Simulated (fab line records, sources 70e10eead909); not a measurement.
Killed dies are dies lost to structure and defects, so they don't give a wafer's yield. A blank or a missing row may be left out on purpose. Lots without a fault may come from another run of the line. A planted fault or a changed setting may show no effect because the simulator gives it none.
A sampling plan put to the test | flow nand_harc | one fab line, 18 faults that these records tell of, each judged on the records of the lots that it struck
The plan is the line's own looks: the steps of the route at which a gauge or an inspection reads the wafer and doesn't change it. A look can be judged if struck wafers have a number there and the file gives its usual mean and standard deviation on fault-free wafers. Caught: at a look after the fault's first step, the mean of the struck wafers lies 4 or more of those standard deviations (sigma) from the usual mean. On the tool: the same test on the tool's own readings at the fault's steps. Another recipe on the struck wafers, or a record that is blank for them alone, also counts as caught.

THE FAULTS, as the simulator had put them in
1. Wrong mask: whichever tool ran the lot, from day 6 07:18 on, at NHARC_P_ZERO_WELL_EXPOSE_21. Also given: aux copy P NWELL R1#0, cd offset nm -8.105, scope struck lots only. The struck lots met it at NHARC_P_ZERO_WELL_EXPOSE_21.
2. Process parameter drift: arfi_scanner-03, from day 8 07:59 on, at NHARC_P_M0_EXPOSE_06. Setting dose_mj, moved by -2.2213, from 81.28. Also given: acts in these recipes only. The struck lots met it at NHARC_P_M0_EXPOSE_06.
3. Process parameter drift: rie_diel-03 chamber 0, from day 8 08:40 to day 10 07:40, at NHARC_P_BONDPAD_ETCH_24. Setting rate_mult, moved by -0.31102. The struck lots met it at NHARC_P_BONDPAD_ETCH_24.
4. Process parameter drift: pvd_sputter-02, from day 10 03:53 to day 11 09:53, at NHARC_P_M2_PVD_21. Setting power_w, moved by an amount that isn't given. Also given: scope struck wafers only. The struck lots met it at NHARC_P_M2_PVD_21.
5. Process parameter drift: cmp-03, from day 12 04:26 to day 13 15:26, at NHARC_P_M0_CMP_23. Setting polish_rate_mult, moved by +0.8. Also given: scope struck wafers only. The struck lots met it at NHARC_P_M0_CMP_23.
6. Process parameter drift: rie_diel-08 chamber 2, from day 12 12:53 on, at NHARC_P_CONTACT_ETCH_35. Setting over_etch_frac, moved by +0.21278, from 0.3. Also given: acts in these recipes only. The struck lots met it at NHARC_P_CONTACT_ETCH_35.
7. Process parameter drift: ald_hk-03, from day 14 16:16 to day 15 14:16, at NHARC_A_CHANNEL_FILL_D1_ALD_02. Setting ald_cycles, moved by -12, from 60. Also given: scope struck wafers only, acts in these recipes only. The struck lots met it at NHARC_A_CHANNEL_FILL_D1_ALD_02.
8. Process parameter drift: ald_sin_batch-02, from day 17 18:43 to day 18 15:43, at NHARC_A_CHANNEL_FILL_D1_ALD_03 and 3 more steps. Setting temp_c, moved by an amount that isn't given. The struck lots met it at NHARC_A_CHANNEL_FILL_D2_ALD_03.
9. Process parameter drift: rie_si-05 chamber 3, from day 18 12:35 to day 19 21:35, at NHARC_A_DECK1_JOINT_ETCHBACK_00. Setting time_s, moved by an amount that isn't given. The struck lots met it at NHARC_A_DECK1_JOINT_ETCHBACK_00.
10. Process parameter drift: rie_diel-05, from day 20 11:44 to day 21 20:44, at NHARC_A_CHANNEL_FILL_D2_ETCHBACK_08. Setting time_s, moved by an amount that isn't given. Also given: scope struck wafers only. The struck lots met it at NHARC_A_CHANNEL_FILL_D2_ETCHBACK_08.
11. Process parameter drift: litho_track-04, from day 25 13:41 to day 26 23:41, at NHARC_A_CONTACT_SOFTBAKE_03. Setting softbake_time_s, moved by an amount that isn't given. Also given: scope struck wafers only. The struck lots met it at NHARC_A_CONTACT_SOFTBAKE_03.
12. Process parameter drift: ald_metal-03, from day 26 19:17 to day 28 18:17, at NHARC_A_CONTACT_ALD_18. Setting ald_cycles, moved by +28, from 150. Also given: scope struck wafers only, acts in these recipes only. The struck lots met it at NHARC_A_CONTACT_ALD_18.
13. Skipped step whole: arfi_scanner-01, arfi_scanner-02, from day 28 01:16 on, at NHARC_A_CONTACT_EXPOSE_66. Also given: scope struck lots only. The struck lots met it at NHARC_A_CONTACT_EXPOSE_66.
14. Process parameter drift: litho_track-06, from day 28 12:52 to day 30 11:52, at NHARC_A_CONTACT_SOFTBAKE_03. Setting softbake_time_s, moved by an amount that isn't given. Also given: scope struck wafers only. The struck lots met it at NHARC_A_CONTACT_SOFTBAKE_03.
15. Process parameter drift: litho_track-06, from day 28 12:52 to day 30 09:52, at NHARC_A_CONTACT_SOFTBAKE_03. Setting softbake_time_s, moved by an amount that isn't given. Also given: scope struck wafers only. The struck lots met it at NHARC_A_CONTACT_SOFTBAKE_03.
16. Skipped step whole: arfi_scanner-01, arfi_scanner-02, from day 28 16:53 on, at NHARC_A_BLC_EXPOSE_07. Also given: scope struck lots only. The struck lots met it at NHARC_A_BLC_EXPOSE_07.
17. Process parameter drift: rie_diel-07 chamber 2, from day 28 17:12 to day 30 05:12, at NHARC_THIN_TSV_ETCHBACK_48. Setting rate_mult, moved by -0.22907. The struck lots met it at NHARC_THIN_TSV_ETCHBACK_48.
18. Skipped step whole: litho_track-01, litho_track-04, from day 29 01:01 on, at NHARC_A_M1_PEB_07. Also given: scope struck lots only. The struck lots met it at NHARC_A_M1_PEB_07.

WHAT THE PLAN SAW
fault | on the tool itself                               | first look that catches it                      | reading, sigma                                        | median hours from its first step to that look | hours from the fault's start to the first struck lot there | judged looks passed uncaught
1     | under 2 sigma                                    | none of the 2 looks that can be judged after it | -                                                     | -                                             | -                                                          | 2
2     | exposure_dose_mJ_cm2 -14 sigma                   | not the one look that can be judged after it    | -                                                     | -                                             | -                                                          | 1
3     | oes_product_au -15 sigma                         | no look after it can be judged                  | -                                                     | -                                             | -                                                          | 0
4     | cathode_dc_power_W -99 or beyond sigma           | not the one look that can be judged after it    | strongest: killed_at_other at NHARC_END_SORT_01, +3.5 | -                                             | -                                                          | 1
5     | time_to_endpoint_s -4.1 sigma                    | NHARC_P_M0_THK_MEAS_24                          | thk_nm -4.8                                           | 0.2                                           | 18                                                         | 0
6     | under 2 sigma                                    | no look after it can be judged                  | -                                                     | -                                             | -                                                          | 0
7     | under 2 sigma                                    | not the one look that can be judged after it    | -                                                     | -                                             | -                                                          | 1
8     | susceptor_temp_C +55 sigma                       | not the one look that can be judged after it    | -                                                     | -                                             | -                                                          | 1
9     | run_length_s +9.4 sigma                          | NHARC_A_DECK1_JOINT_INSPECT_05                  | raw_defect_count +4.0                                 | 25.6                                          | 41                                                         | 0
10    | run_length_s +17 sigma                           | not the one look that can be judged after it    | -                                                     | -                                             | -                                                          | 1
11    | heater_power_total_W +99 or beyond sigma         | none of the 2 looks that can be judged after it | strongest: killed_at_other at NHARC_END_SORT_01, +3.5 | -                                             | -                                                          | 2
12    | under 2 sigma                                    | not the one look that can be judged after it    | -                                                     | -                                             | -                                                          | 1
13    | no reading that can be judged                    | no look after it can be judged                  | -                                                     | -                                             | -                                                          | 0
14    | heater_power_total_W +99 or beyond sigma         | none of the 2 looks that can be judged after it | strongest: cd_nm at NHARC_A_CONTACT_CD_MEAS_08, +2.0  | -                                             | -                                                          | 2
15    | heater_power_total_W +99 or beyond sigma         | not the one look that can be judged after it    | -                                                     | -                                             | -                                                          | 1
16    | no reading that can be judged                    | no look after it can be judged                  | -                                                     | -                                             | -                                                          | 0
17    | only faintly: oes_product_au -3.4 sigma          | no look after it can be judged                  | -                                                     | -                                             | -                                                          | 0
18    | the tool's record is blank for the struck wafers | no look after it can be judged                  | -                                                     | -                                             | -                                                          | 0
A dash: the fault isn't caught, or these records don't give the number.

Caught at a look: 2 of 18. Caught on the tool: 11 of 18. By one or the other: 11 of 18.
Caught on the tool alone: faults 2, 3, 4, 8, 10, 11, 14, 15, 18.
Caught by neither: faults 1, 6, 7, 12, 13, 16, 17.

THINNER SAMPLING
If the look that catches a fault measured only every second or every third lot, by lot number, the first struck lot would be measured this late in the worst case:
fault | struck lots at that look, in order of time | every lot | every second lot | every third lot
5     | L987                                       | 18 h      | may miss it      | may miss it
9     | L122                                       | 41 h      | may miss it      | may miss it
Hours are from the fault's start to the first struck lot that is measured. The limit of 4 sigma was tested on all struck wafers together, so one lot alone may lie under it. Other struck lots may not be in these records.

THE LONGEST TIMED WAY FROM STEP TO LOOK
Fault 9: a median of 25.6 hours passes between NHARC_A_DECK1_JOINT_ETCHBACK_00 and NHARC_A_DECK1_JOINT_INSPECT_05. No look between them can be judged.
